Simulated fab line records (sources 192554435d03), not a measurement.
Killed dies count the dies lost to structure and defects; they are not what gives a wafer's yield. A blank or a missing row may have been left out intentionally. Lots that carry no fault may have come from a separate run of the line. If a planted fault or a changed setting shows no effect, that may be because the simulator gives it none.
fab line records	flow n5-finfet
record lots=24	wafers=72	last-day=18
route steps=1938 shown BEOL_M2@884
lots that met no fault: taken from a fault-free run of the same line
start-h: start of the lot's first displayed wafer, in hours after the record's first day	wait-h: time in hours since the lot's previous step	" same as the row above	L1.1+2: one row covering several wafers at once	- no value, or no start was given	* or withheld: withheld	< > ~ a bound
route shown NAME@n: NAME is a module with steps in the file, n the number in the route of the first one	usual: the fault-free wafers' mean and standard deviation	same: alike in all rows	chamber/n: place in a boat	sites: per-site readings	_std_site: how widely they spread, as a standard deviation	_edge_site: mean of outer sites minus mean of inner sites	radius-mm: how far each site lies from the wafer's centre	mask NAME#n: copy n	behind: tool/chamber where the wafer was last shaped	hold: why the lot went on hold/how many hours it stayed there/how the hold came to an end	device: transistor that didn't switch, given as n, p or np	end of line: the route-end tests of the same wafers	where a step has no rows: the recipe by itself	killed: the dies lost at the first sort to structure and to defects; this is not the yield of the wafer	map: per-die view of a wafer (x killed, . not killed, _ where there is no die)
set.NAME: setting as actually run; set.NAME@STEP: the setting as run at that earlier step	model.NAME: the simulator's own value behind a step, which no gauge read
one table for each step of the route and one row for each wafer, over a sample of lots
services: from which hour (start-h, from the record's first day; less than 0 if before it) a tool's chamber was out of use, for how many hours, and why
## steps
# step N5_BEOL_M2_ETCH_70
# recipe chemistry=N2/H2	target=SOC	target-depth-a=800	overetch-a=240	mask-material=SiARC	temp-c=40	time-s=130	ion-energy-ev=200	pressure-mtorr=30	source-w=840	bias-w=150	n2-flow-sccm=200	h2-flow-sccm=200
# usual drypump-motor-current-A=5.8/0.44	oes-product-au=0.58/0.057	rf-vpp-V=523/3.1	showerhead-plenum-p-Torr=2.53/0.12	temp-c=40.00/0.11	throttle-valve-pct=17.75/0.18
lot.wafer	tool	chamber	start-h	wait-h	drypump-motor-current-A	oes-product-au	rf-hours-counter-h	rf-vpp-V	showerhead-plenum-p-Torr	temp-c	throttle-valve-pct
L074.2	rie-diel-05	2	140.36	0.0	6.3	0.55	165	523	2.46	39.95	17.76
L074.3	"	3	"	"	5.9	0.61	84	527	2.71	40.16	17.77
L074.5	"	1	"	"	6.5	0.49	-	519	2.38	39.96	17.86
L075.3	rie-diel-03	3	142.34	0.0	5.3	0.54	195	524	2.53	40.01	17.90
L075.5	"	1	"	"	6.1	0.56	-	523	2.42	40.10	17.80
L075.6	"	2	"	"	5.2	0.59	-	520	2.46	40.11	17.70
L076.1	rie-diel-05	3	146.01	0.0	6.0	0.61	86	527	2.71	39.99	17.79
L076.2	"	1	"	"	6.5	0.49	243	522	2.38	40.05	17.87
L076.5	"	3	"	"	6.0	0.61	-	528	2.71	39.97	17.77
L077.3	rie-diel-03	0	154.38	0.0	5.5	0.65	35	528	2.70	40.16	17.43
L077.4	"	1	"	"	6.0	0.57	124	520	2.42	39.98	17.82
L077.6	"	0	"	"	5.5	0.64	-	527	2.70	40.06	17.42
L078.1	rie-diel-05	1	154.71	0.0	6.5	0.49	247	521	2.38	39.68	17.89
L078.3	"	3	"	"	6.0	0.61	90	526	2.70	40.05	17.77
L078.5	"	3	"	"	5.9	0.60	-	527	2.70	40.01	17.79
L079.4	rie-diel-03	3	171.94	0.0	5.4	0.53	205	524	2.52	39.97	17.91
L079.5	"	0	"	"	5.5	0.64	-	528	2.69	39.98	17.45
L079.6	"	3	"	"	5.4	0.53	-	523	2.52	40.02	17.90
L080.2	rie-diel-04	1	175.86	0.0	4.9	0.54	185	520	2.43	39.96	17.96
L080.3	"	0	"	"	5.5	0.71	11	525	2.60	39.95	17.49
L080.4	"	1	"	"	4.9	0.55	-	519	2.43	40.02	17.97
L081.1	rie-diel-05	3	175.96	0.0	6.0	0.60	100	527	2.70	39.89	17.79
L081.2	"	2	"	"	6.3	0.54	182	522	2.45	40.01	17.77
L081.6	"	0	"	"	5.8	0.70	-	524	2.48	40.00	17.49
L082.1	rie-diel-05	0	185.17	0.0	5.8	0.69	13	522	2.48	39.91	17.51
L082.4	"	3	"	"	6.0	0.60	-	527	2.70	40.07	17.79
L082.6	"	2	"	"	6.3	0.54	-	522	2.45	40.06	17.75
L083.4	rie-diel-03	3	185.25	0.0	5.3	0.52	210	523	2.52	39.98	17.91
L083.5	"	2	"	"	5.2	0.58	-	521	2.45	39.87	17.74
L083.6	"	3	"	"	5.3	0.53	-	523	2.52	40.07	17.93
L084.4	rie-diel-03	1	199.22	0.0	6.0	0.56	140	520	2.41	40.00	17.83
L084.5	"	3	"	"	5.4	0.53	-	523	2.52	40.13	17.92
L084.6	"	0	"	"	5.5	0.63	-	527	2.69	40.09	17.46
L085.1	rie-diel-05	0	203.79	0.0	5.8	0.67	21	523	2.47	40.01	17.52
L085.4	"	2	"	"	6.2	0.54	193	520	2.44	39.85	17.80
L085.5	"	2	"	"	6.3	0.53	-	521	2.44	39.88	17.79
L086.2	rie-diel-03	1	209.76	0.0	6.0	0.55	143	521	2.41	40.19	17.86
L086.3	"	3	"	"	5.4	0.53	218	524	2.52	40.04	17.94
L086.6	"	3	"	"	5.4	0.52	-	524	2.52	39.86	17.93
L087.2	rie-diel-03	2	215.65	0.0	5.2	0.57	136	521	2.44	39.92	17.74
L087.4	"	3	"	"	5.4	0.52	220	524	2.52	39.92	17.93
L087.5	"	3	"	"	5.3	0.52	-	524	2.52	40.07	17.95
L088.1	rie-diel-05	3	225.51	0.0	6.0	0.58	120	526	2.69	40.23	17.83
L088.2	"	1	"	"	6.5	0.70	10	529	2.69	40.13	17.56
L088.4	"	0	"	"	5.8	0.67	29	523	2.47	39.98	17.54
L089.2	rie-diel-03	2	225.66	0.0	5.2	0.57	140	521	2.44	39.88	17.76
L089.4	"	3	"	"	5.3	0.52	223	523	2.51	39.93	17.93
L089.5	"	0	"	"	5.5	0.62	-	528	2.69	40.05	17.48
L090.1	rie-diel-03	1	228.77	0.0	6.0	0.55	150	521	2.41	40.06	17.88
L090.4	"	3	"	"	5.4	0.52	224	525	2.51	40.03	17.95
L090.5	"	0	"	"	5.5	0.63	-	528	2.69	39.93	17.47
L091.2	rie-diel-04	1	248.30	0.0	4.9	0.52	213	520	2.42	40.02	18.00
L091.3	"	3	"	"	5.3	0.68	20	529	2.69	39.84	17.51
L091.5	"	1	"	"	4.9	0.52	-	519	2.42	39.97	18.01
L093.1	rie-diel-05	0	251.87	0.0	5.8	0.65	38	522	2.46	40.10	17.55
L093.2	"	1	"	"	6.5	0.67	20	528	2.69	40.07	17.57
L093.3	"	3	"	"	6.0	0.58	128	525	2.69	39.83	17.84
L092.2	rie-diel-05	3	255.56	0.0	5.9	0.58	130	527	2.69	40.09	17.85
L092.4	"	0	"	"	5.8	0.66	40	523	2.46	39.87	17.56
L092.6	"	0	"	"	5.8	0.65	-	523	2.46	40.10	17.56
L094.2	rie-diel-03	3	255.74	0.0	5.4	0.51	234	524	2.51	40.13	17.96
L094.4	"	0	"	"	5.5	0.61	70	527	2.68	39.99	17.49
L094.5	"	1	"	"	6.0	0.55	-	521	2.40	40.07	17.88
L095.2	rie-diel-03	2	257.25	0.0	5.1	0.56	151	520	2.44	40.13	17.78
L095.3	"	0	"	"	5.5	0.61	71	527	2.68	39.86	17.50
L095.4	"	3	"	"	5.4	0.51	234	524	2.51	40.02	17.95
L096.2	rie-diel-03	1	263.76	0.0	6.1	0.54	160	520	2.40	40.05	17.89
L096.3	"	0	"	"	5.5	0.61	74	527	2.68	40.12	17.51
L096.6	"	0	"	"	5.5	0.60	-	528	2.68	39.98	17.51
L097.2	rie-diel-05	3	286.14	0.0	5.9	0.57	140	527	2.68	40.11	17.86
L097.4	"	1	"	"	6.5	0.66	31	528	2.68	39.83	17.60
L097.6	"	0	"	"	5.8	0.64	-	523	2.46	40.09	17.58
# step N5_BEOL_M2_VIA_ETCH_34
# recipe chemistry=C4F6/O2	target-depth-a=694	mask-material=SOC	pressure-mtorr=15	ion-energy-ev=250	taper-deg=4	time-s=65.9	source-w=350	bias-w=170	Ar_flow_sccm=300	C4F6_flow_sccm=10	O2_flow_sccm=10
# usual drypump-motor-current-A=5.8/0.44	oes-product-au=0.79/0.084	rf-vpp-V=672/15	showerhead-plenum-p-Torr=2.83/0.12	throttle-valve-pct=30.7/0.31
lot.wafer	tool	chamber	start-h	wait-h	drypump-motor-current-A	oes-product-au	rf-hours-counter-h	rf-vpp-V	showerhead-plenum-p-Torr	throttle-valve-pct
L074.2	rie-diel-05	2	140.47	0.0	6.2	0.76	165	672	2.73	30.4
L074.3	"	3	"	"	6.0	0.85	84	668	3.00	30.8
L074.5	"	1	"	"	6.5	0.65	-	703	2.66	30.4
L075.3	rie-diel-03	3	142.44	0.0	5.3	0.73	195	662	2.80	30.4
L075.5	"	1	"	"	6.0	0.78	-	665	2.77	31.3
L075.6	"	2	"	"	5.2	0.82	-	678	2.76	30.8
L076.1	rie-diel-05	3	146.12	0.0	5.9	0.84	86	667	3.00	30.8
L076.2	"	1	"	"	6.5	0.66	244	703	2.66	30.4
L076.5	"	3	"	"	5.9	0.84	-	668	3.00	30.8
L077.3	rie-diel-03	0	154.49	0.0	5.5	0.90	35	668	3.04	30.8
L077.4	"	1	"	"	6.1	0.78	124	665	2.77	31.3
L077.6	"	0	"	"	5.5	0.90	-	667	3.03	30.8
L078.1	rie-diel-05	1	154.82	0.0	6.5	0.66	247	703	2.66	30.4
L078.3	"	3	"	"	6.0	0.83	90	668	3.00	30.8
L078.5	"	3	"	"	5.9	0.84	-	667	3.00	30.8
L079.4	rie-diel-03	3	172.05	0.0	5.3	0.71	205	662	2.79	30.3
L079.5	"	0	"	"	5.5	0.89	-	668	3.03	30.8
L079.6	"	3	"	"	5.3	0.72	-	662	2.79	30.4
L080.2	rie-diel-04	1	175.97	0.0	4.9	0.71	185	691	2.72	30.8
L080.3	"	0	"	"	5.5	0.97	11	656	2.88	30.2
L080.4	"	1	"	"	4.9	0.70	-	692	2.72	30.7
L081.1	rie-diel-05	3	176.07	0.0	6.0	0.83	100	669	2.99	30.8
L081.2	"	2	"	"	6.3	0.74	182	672	2.72	30.4
L081.6	"	0	"	"	5.8	0.95	-	674	2.75	30.3
L082.1	rie-diel-05	0	185.28	0.0	5.8	0.95	13	674	2.75	30.3
L082.4	"	3	"	"	6.0	0.82	-	668	2.99	30.8
L082.6	"	2	"	"	6.3	0.74	-	672	2.72	30.4
L083.4	rie-diel-03	3	185.36	0.0	5.4	0.71	210	662	2.79	30.4
L083.5	"	2	"	"	5.2	0.80	-	677	2.76	30.8
L083.6	"	3	"	"	5.3	0.71	-	661	2.79	30.3
L084.4	rie-diel-03	1	199.33	0.0	6.0	0.76	140	665	2.76	31.3
L084.5	"	3	"	"	5.3	0.71	-	663	2.79	30.4
L084.6	"	0	"	"	5.5	0.87	-	668	3.03	30.8
L085.1	rie-diel-05	0	203.90	0.0	5.8	0.93	21	672	2.75	30.3
L085.4	"	2	"	"	6.3	0.74	193	672	2.71	30.4
L085.5	"	2	"	"	6.3	0.74	-	671	2.71	30.4
L086.2	rie-diel-03	1	209.87	0.0	6.0	0.76	143	666	2.76	31.3
L086.3	"	3	"	"	5.3	0.71	218	663	2.79	30.4
L086.6	"	3	"	"	5.3	0.71	-	663	2.79	30.4
L087.2	rie-diel-03	2	215.76	0.0	5.2	0.79	136	674	2.75	30.9
L087.4	"	3	"	"	5.4	0.71	220	661	2.79	30.4
L087.5	"	3	"	"	5.3	0.71	-	664	2.78	30.4
L088.1	rie-diel-05	3	225.62	0.0	6.0	0.81	121	668	2.99	30.8
L088.2	"	1	"	"	6.5	0.95	10	714	2.99	30.5
L088.4	"	0	"	"	5.8	0.90	29	675	2.74	30.4
L089.2	rie-diel-03	2	225.76	0.0	5.2	0.78	140	676	2.75	30.9
L089.4	"	3	"	"	5.4	0.71	223	663	2.78	30.4
L089.5	"	0	"	"	5.5	0.87	-	669	3.02	30.8
L090.1	rie-diel-03	1	228.88	0.0	6.0	0.75	150	664	2.76	31.3
L090.4	"	3	"	"	5.3	0.71	224	662	2.78	30.4
L090.5	"	0	"	"	5.5	0.87	-	668	3.02	30.8
L091.2	rie-diel-04	1	248.41	0.0	4.9	0.69	213	692	2.71	30.8
L091.3	"	3	"	"	5.3	0.95	20	678	3.03	30.9
L091.5	"	1	"	"	4.8	0.68	-	691	2.71	30.8
L093.1	rie-diel-05	0	251.98	0.0	5.8	0.89	38	674	2.74	30.4
L093.2	"	1	"	"	6.5	0.91	20	716	2.98	30.5
L093.3	"	3	"	"	6.0	0.80	128	667	2.98	30.8
L092.2	rie-diel-05	3	255.67	0.0	6.0	0.79	130	668	2.98	30.8
L092.4	"	0	"	"	5.8	0.89	40	675	2.74	30.4
L092.6	"	0	"	"	5.8	0.89	-	673	2.74	30.4
L094.2	rie-diel-03	3	255.85	0.0	5.4	0.69	234	663	2.78	30.4
L094.4	"	0	"	"	5.5	0.86	71	668	3.02	30.8
L094.5	"	1	"	"	6.0	0.74	-	664	2.75	31.3
L095.2	rie-diel-03	2	257.36	0.0	5.2	0.78	151	675	2.74	30.9
L095.3	"	0	"	"	5.5	0.86	71	668	3.02	30.8
L095.4	"	3	"	"	5.4	0.69	234	664	2.78	30.4
L096.2	rie-diel-03	1	263.87	0.0	6.0	0.74	160	665	2.75	31.3
L096.3	"	0	"	"	5.5	0.84	74	669	3.02	30.8
L096.6	"	0	"	"	5.5	0.84	-	668	3.02	30.8
L097.2	rie-diel-05	3	286.24	0.0	6.0	0.79	140	666	2.98	30.8
L097.4	"	1	"	"	6.5	0.89	31	715	2.98	30.6
L097.6	"	0	"	"	5.8	0.87	-	672	2.73	30.4
# step N5_BEOL_M2_ANNEAL_49
# recipe temp-c=400	time-s=240	ambient=vacuum
# usual heater-power-w=878/100	susceptor_temp_C_max=401.1/0.36
lot.wafer	tool	chamber	start-h	wait-h	heater-power-w	susceptor_temp_C_max
L074.2	pvd-sputter-01	-	142.67	0.0	796	401.2
L074.3	"	-	"	"	666	400.6
L074.5	"	-	"	"	920	401.0
L075.3	pvd-sputter-02	-	144.16	0.0	797	400.9
L075.5	"	-	"	"	1032	400.9
L075.6	"	-	"	"	851	400.7
L076.1	pvd-sputter-01	-	149.33	0.0	805	401.5
L076.2	"	-	"	"	927	401.2
L076.5	"	-	"	"	910	401.0
L077.3	pvd-sputter-02	-	155.92	0.0	796	400.6
L077.4	"	-	"	"	891	400.9
L077.6	"	-	"	"	1005	400.9
L078.1	pvd-sputter-01	-	156.00	0.0	805	401.7
L078.3	"	-	"	"	676	400.9
L078.5	"	-	"	"	677	400.3
L079.4	pvd-sputter-02	-	173.54	0.0	1010	401.2
L079.5	"	-	"	"	853	401.3
L079.6	"	-	"	"	1008	401.0
L080.2	pvd-sputter-02	-	177.30	0.0	889	401.4
L080.3	"	-	"	"	858	401.2
L080.4	"	-	"	"	796	401.3
L081.1	pvd-sputter-03	-	178.71	0.0	791	401.2
L081.2	"	-	"	"	964	400.6
L081.6	"	-	"	"	768	400.9
L082.1	pvd-sputter-02	-	187.09	0.0	887	400.7
L082.4	"	-	"	"	871	401.2
L082.6	"	-	"	"	791	401.1
L083.4	pvd-sputter-01	-	187.62	0.0	841	400.5
L083.5	"	-	"	"	841	400.8
L083.6	"	-	"	"	917	401.2
L084.4	pvd-sputter-03	-	202.17	0.0	791	401.4
L084.5	"	-	"	"	1038	401.5
L084.6	"	-	"	"	1009	400.8
L085.1	pvd-sputter-01	-	205.51	0.0	816	401.4
L085.4	"	-	"	"	845	401.0
L085.5	"	-	"	"	909	400.7
L086.2	pvd-sputter-03	-	212.07	0.0	968	400.7
L086.3	"	-	"	"	1045	401.1
L086.6	"	-	"	"	1028	401.7
L087.2	pvd-sputter-02	-	217.30	0.0	1031	401.2
L087.4	"	-	"	"	808	400.7
L087.5	"	-	"	"	786	400.8
L088.1	pvd-sputter-02	-	226.86	0.0	794	401.0
L088.2	"	-	"	"	991	401.1
L088.4	"	-	"	"	911	401.4
L089.2	pvd-sputter-02	-	228.94	0.0	798	401.4
L089.4	"	-	"	"	903	401.9
L089.5	"	-	"	"	903	401.2
L090.1	pvd-sputter-03	-	230.75	0.0	782	401.1
L090.4	"	-	"	"	1049	401.1
L090.5	"	-	"	"	782	401.6
L091.2	pvd-sputter-03	-	250.23	0.0	858	401.3
L091.3	"	-	"	"	770	401.6
L091.5	"	-	"	"	1010	401.1
L093.1	pvd-sputter-03	-	253.37	0.0	1043	400.9
L093.2	"	-	"	"	768	401.1
L093.3	"	-	"	"	990	400.8
L092.2	pvd-sputter-03	-	257.71	0.0	973	400.6
L092.4	"	-	"	"	1047	401.0
L092.6	"	-	"	"	787	401.3
L094.2	pvd-sputter-02	-	258.18	0.0	803	400.8
L094.4	"	-	"	"	1022	401.4
L094.5	"	-	"	"	772	400.9
L095.2	pvd-sputter-01	-	259.20	0.0	922	400.9
L095.3	"	-	"	"	681	400.4
L095.4	"	-	"	"	813	401.8
L096.2	pvd-sputter-02	-	266.71	0.0	1022	401.2
L096.3	"	-	"	"	868	400.8
L096.6	"	-	"	"	1014	401.2
L097.2	pvd-sputter-03	-	289.21	0.0	966	400.3
L097.4	"	-	"	"	1046	401.3
L097.6	"	-	"	"	1049	401.1
# step N5_BEOL_M2_ANNEAL_87
# recipe temp-c=400	time-s=240	ambient=vacuum
# usual heater-power-w=878/99	susceptor_temp_C_max=401.0/0.32
lot.wafer	tool	chamber	start-h	wait-h	heater-power-w	susceptor_temp_C_max
L074.2	pvd-sputter-01	-	143.33	0.0	806	401.1
L074.3	"	-	"	"	681	401.3
L074.5	"	-	"	"	919	401.1
L075.3	pvd-sputter-02	-	144.82	0.0	767	401.0
L075.5	"	-	"	"	1036	401.0
L075.6	"	-	"	"	871	400.8
L076.1	pvd-sputter-01	-	149.99	0.0	806	400.8
L076.2	"	-	"	"	925	401.0
L076.5	"	-	"	"	911	400.7
L077.3	pvd-sputter-02	-	156.58	0.0	795	400.9
L077.4	"	-	"	"	906	401.0
L077.6	"	-	"	"	1004	401.5
L078.1	pvd-sputter-01	-	156.66	0.0	812	401.1
L078.3	"	-	"	"	670	401.1
L078.5	"	-	"	"	694	400.5
L079.4	pvd-sputter-02	-	174.20	0.0	1002	401.1
L079.5	"	-	"	"	857	401.1
L079.6	"	-	"	"	1016	400.9
L080.2	pvd-sputter-02	-	177.96	0.0	879	401.5
L080.3	"	-	"	"	833	401.1
L080.4	"	-	"	"	805	400.8
L081.1	pvd-sputter-03	-	179.37	0.0	763	400.9
L081.2	"	-	"	"	1003	400.2
L081.6	"	-	"	"	762	400.9
L082.1	pvd-sputter-02	-	187.75	0.0	928	400.9
L082.4	"	-	"	"	842	400.8
L082.6	"	-	"	"	807	401.2
L083.4	pvd-sputter-01	-	188.28	0.0	825	400.9
L083.5	"	-	"	"	841	400.6
L083.6	"	-	"	"	915	400.9
L084.4	pvd-sputter-03	-	202.83	0.0	806	401.0
L084.5	"	-	"	"	1025	401.4
L084.6	"	-	"	"	991	400.2
L085.1	pvd-sputter-01	-	206.17	0.0	829	401.1
L085.4	"	-	"	"	831	400.4
L085.5	"	-	"	"	919	400.7
L086.2	pvd-sputter-03	-	212.73	0.0	1010	400.8
L086.3	"	-	"	"	1022	401.0
L086.6	"	-	"	"	1027	400.9
L087.2	pvd-sputter-02	-	217.96	0.0	997	400.9
L087.4	"	-	"	"	810	400.8
L087.5	"	-	"	"	786	401.1
L088.1	pvd-sputter-02	-	227.52	0.0	789	401.4
L088.2	"	-	"	"	1001	401.2
L088.4	"	-	"	"	922	401.1
L089.2	pvd-sputter-02	-	229.60	0.0	771	401.0
L089.4	"	-	"	"	904	401.6
L089.5	"	-	"	"	894	401.4
L090.1	pvd-sputter-03	-	231.41	0.0	779	401.7
L090.4	"	-	"	"	1025	401.2
L090.5	"	-	"	"	788	401.9
L091.2	pvd-sputter-03	-	250.89	0.0	888	401.3
L091.3	"	-	"	"	793	401.0
L091.5	"	-	"	"	1041	401.2
L093.1	pvd-sputter-03	-	254.03	0.0	1046	400.9
L093.2	"	-	"	"	774	401.9
L093.3	"	-	"	"	994	400.8
L092.2	pvd-sputter-03	-	258.37	0.0	991	400.7
L092.4	"	-	"	"	1027	400.7
L092.6	"	-	"	"	775	401.1
L094.2	pvd-sputter-02	-	258.84	0.0	792	401.1
L094.4	"	-	"	"	1015	401.1
L094.5	"	-	"	"	799	400.8
L095.2	pvd-sputter-01	-	259.86	0.0	927	400.9
L095.3	"	-	"	"	668	400.8
L095.4	"	-	"	"	816	400.6
L096.2	pvd-sputter-02	-	267.37	0.0	1034	401.2
L096.3	"	-	"	"	867	400.8
L096.6	"	-	"	"	1000	401.5
L097.2	pvd-sputter-03	-	289.87	0.0	978	401.1
L097.4	"	-	"	"	1023	401.1
L097.6	"	-	"	"	1022	401.0
# step N5_BEOL_M2_SPUTTER_92
# recipe material=Cu	target-thk-a=45	temp-c=-20	chamber-pressure-pa=0.07	power-w=withheld	time-s=8.29
# usual throttle-valve-pct=30.3/1.3
lot.wafer	tool	chamber	start-h	wait-h	throttle-valve-pct
L074.2	pvd-sputter-01	-	143.91	0.1	29.0
L074.3	"	-	"	"	29.2
L074.5	"	-	"	"	30.9
L075.3	pvd-sputter-02	-	145.40	0.1	30.4
L075.5	"	-	"	"	30.5
L075.6	"	-	"	"	28.5
L076.1	pvd-sputter-01	-	150.57	0.1	29.0
L076.2	"	-	"	"	31.0
L076.5	"	-	"	"	30.8
L077.3	pvd-sputter-02	-	157.16	0.1	30.5
L077.4	"	-	"	"	31.3
L077.6	"	-	"	"	31.0
L078.1	pvd-sputter-01	-	157.24	0.1	29.4
L078.3	"	-	"	"	29.2
L078.5	"	-	"	"	29.2
L079.4	pvd-sputter-02	-	174.78	0.1	30.3
L079.5	"	-	"	"	29.0
L079.6	"	-	"	"	30.5
L080.2	pvd-sputter-02	-	178.54	0.1	31.7
L080.3	"	-	"	"	28.7
L080.4	"	-	"	"	30.5
L081.1	pvd-sputter-03	-	179.95	0.1	31.9
L081.2	"	-	"	"	29.6
L081.6	"	-	"	"	31.8
L082.1	pvd-sputter-02	-	188.33	0.1	31.1
L082.4	"	-	"	"	28.6
L082.6	"	-	"	"	30.4
L083.4	pvd-sputter-01	-	188.86	0.1	28.8
L083.5	"	-	"	"	28.5
L083.6	"	-	"	"	30.9
L084.4	pvd-sputter-03	-	203.41	0.1	31.9
L084.5	"	-	"	"	29.5
L084.6	"	-	"	"	30.0
L085.1	pvd-sputter-01	-	206.75	0.1	29.2
L085.4	"	-	"	"	28.8
L085.5	"	-	"	"	31.1
L086.2	pvd-sputter-03	-	213.31	0.1	29.6
L086.3	"	-	"	"	29.5
L086.6	"	-	"	"	29.5
L087.2	pvd-sputter-02	-	218.54	0.1	30.3
L087.4	"	-	"	"	30.6
L087.5	"	-	"	"	30.5
L088.1	pvd-sputter-02	-	228.10	0.1	30.8
L088.2	"	-	"	"	30.4
L088.4	"	-	"	"	31.6
L089.2	pvd-sputter-02	-	230.18	0.1	30.2
L089.4	"	-	"	"	31.3
L089.5	"	-	"	"	31.7
L090.1	pvd-sputter-03	-	231.99	0.1	32.0
L090.4	"	-	"	"	29.2
L090.5	"	-	"	"	32.0
L091.2	pvd-sputter-03	-	251.47	0.1	33.1
L091.3	"	-	"	"	32.0
L091.5	"	-	"	"	29.5
L093.1	pvd-sputter-03	-	254.61	0.1	29.2
L093.2	"	-	"	"	32.0
L093.3	"	-	"	"	29.8
L092.2	pvd-sputter-03	-	258.95	0.1	29.8
L092.4	"	-	"	"	29.3
L092.6	"	-	"	"	31.8
L094.2	pvd-sputter-02	-	259.42	0.1	30.6
L094.4	"	-	"	"	30.5
L094.5	"	-	"	"	30.5
L095.2	pvd-sputter-01	-	260.44	0.1	31.1
L095.3	"	-	"	"	29.1
L095.4	"	-	"	"	29.3
L096.2	pvd-sputter-02	-	267.95	0.1	30.3
L096.3	"	-	"	"	28.8
L096.6	"	-	"	"	30.4
L097.2	pvd-sputter-03	-	290.45	0.1	29.6
L097.4	"	-	"	"	29.4
L097.6	"	-	"	"	29.3
# step N5_BEOL_M2_RS_MEAS_58
# recipe thk-meas-gauge=four-point-probe	reads=Co_of_BEOL_M2_CO_CAP_55+Cu_of_BEOL_M2_ECD_50+Co_of_BEOL_M2_CVD_47+TaN_of_BEOL_M2_ALD_84
# usual M2_RS=0.66/0.04
lot.wafer	tool	chamber	start-h	wait-h	M2_RS[ohm/sq]
L074.2	film-metro-02	-	145.39	0.1	0.67
L074.3	"	-	"	"	0.63
L074.5	"	-	"	"	0.68
L075.3	film-metro-01	-	146.90	0.1	0.72
L075.5	"	-	"	"	0.66
L075.6	"	-	"	"	0.68
L076.1	film-metro-01	-	152.05	0.0	0.63
L076.2	"	-	"	"	0.73
L076.5	"	-	"	"	0.65
L077.3	film-metro-02	-	158.64	0.1	0.64
L077.4	"	-	"	"	0.63
L077.6	"	-	"	"	0.62
L078.1	film-metro-01	-	158.94	0.1	0.75
L078.3	"	-	"	"	0.63
L078.5	"	-	"	"	0.64
L079.4	film-metro-01	-	176.29	0.0	0.69
L079.5	"	-	"	"	0.62
L079.6	"	-	"	"	0.67
L080.2	film-metro-01	-	180.11	0.1	0.69
L080.3	"	-	"	"	0.62
L080.4	"	-	"	"	0.73
L081.1	film-metro-01	-	181.46	0.0	0.67
L081.2	"	-	"	"	0.72
L081.6	"	-	"	"	0.70
L082.1	film-metro-01	-	189.87	0.0	0.67
L082.4	"	-	"	"	0.64
L082.6	"	-	"	"	0.71
L083.4	film-metro-01	-	190.40	0.0	0.64
L083.5	"	-	"	"	0.66
L083.6	"	-	"	"	0.69
L084.4	film-metro-02	-	204.93	0.1	0.66
L084.5	"	-	"	"	0.63
L084.6	"	-	"	"	0.59
L085.1	film-metro-01	-	208.27	0.1	0.67
L085.4	"	-	"	"	0.63
L085.5	"	-	"	"	0.65
L086.2	film-metro-01	-	214.79	0.1	0.65
L086.3	"	-	"	"	0.61
L086.6	"	-	"	"	0.64
L087.2	film-metro-01	-	220.03	0.1	0.63
L087.4	"	-	"	"	0.66
L087.5	"	-	"	"	0.69
L088.1	film-metro-02	-	229.62	0.1	0.62
L088.2	"	-	"	"	0.64
L088.4	"	-	"	"	0.66
L089.2	film-metro-01	-	231.67	0.1	0.68
L089.4	"	-	"	"	0.69
L089.5	"	-	"	"	0.67
L090.1	film-metro-01	-	233.51	0.1	0.61
L090.4	"	-	"	"	0.64
L090.5	"	-	"	"	0.59
L091.2	film-metro-01	-	253.15	0.1	0.78
L091.3	"	-	"	"	0.64
L091.5	"	-	"	"	0.69
L093.1	film-metro-01	-	256.10	0.0	0.71
L093.2	"	-	"	"	0.67
L093.3	"	-	"	"	0.61
L092.2	film-metro-01	-	260.44	0.1	0.67
L092.4	"	-	"	"	0.62
L092.6	"	-	"	"	0.69
L094.2	film-metro-01	-	260.97	0.1	0.68
L094.4	"	-	"	"	0.65
L094.5	"	-	"	"	0.69
L095.2	film-metro-01	-	261.96	0.1	0.64
L095.3	"	-	"	"	0.67
L095.4	"	-	"	"	0.76
L096.2	film-metro-01	-	270.02	0.1	0.70
L096.3	"	-	"	"	0.64
L096.6	"	-	"	"	0.65
L097.2	film-metro-02	-	291.97	0.1	0.68
L097.4	"	-	"	"	0.70
L097.6	"	-	"	"	0.71
## services
tool	chamber	start-h	hours	kind
rie-diel-04	1	122.19	9.0	repair
rie-diel-05	0	125.61	4.7	repair
rie-diel-05	0	130.41	-	clean
rie-diel-05	0	130.41	-	consumable-replace:focus-ring
rie-diel-05	0	130.41	26.4	scheduled-down
rie-diel-05	0	130.41	26.4	vent-cycle
rie-diel-04	0	131.49	-	clean
rie-diel-04	0	131.49	-	consumable-replace:focus-ring
rie-diel-04	0	131.49	13.1	scheduled-down
rie-diel-04	0	131.49	13.1	vent-cycle
pvd-sputter-01	-	131.81	1.2	repair
rie-diel-05	1	160.41	-	clean
rie-diel-05	1	160.41	-	consumable-replace:focus-ring
rie-diel-05	1	160.41	-	consumable-replace:showerhead
rie-diel-05	1	160.41	34.7	scheduled-down
rie-diel-05	1	160.41	34.7	vent-cycle
rie-diel-04	3	174.86	-	clean
rie-diel-04	3	174.86	-	consumable-replace:focus-ring
rie-diel-04	3	174.86	-	consumable-replace:showerhead
rie-diel-04	3	174.86	20.3	scheduled-down
rie-diel-04	3	174.86	20.3	vent-cycle
rie-diel-04	2	201.91	1.7	repair
rie-diel-05	3	236.18	4.1	repair
rie-diel-03	1	247.14	7.8	repair
## key
fault none
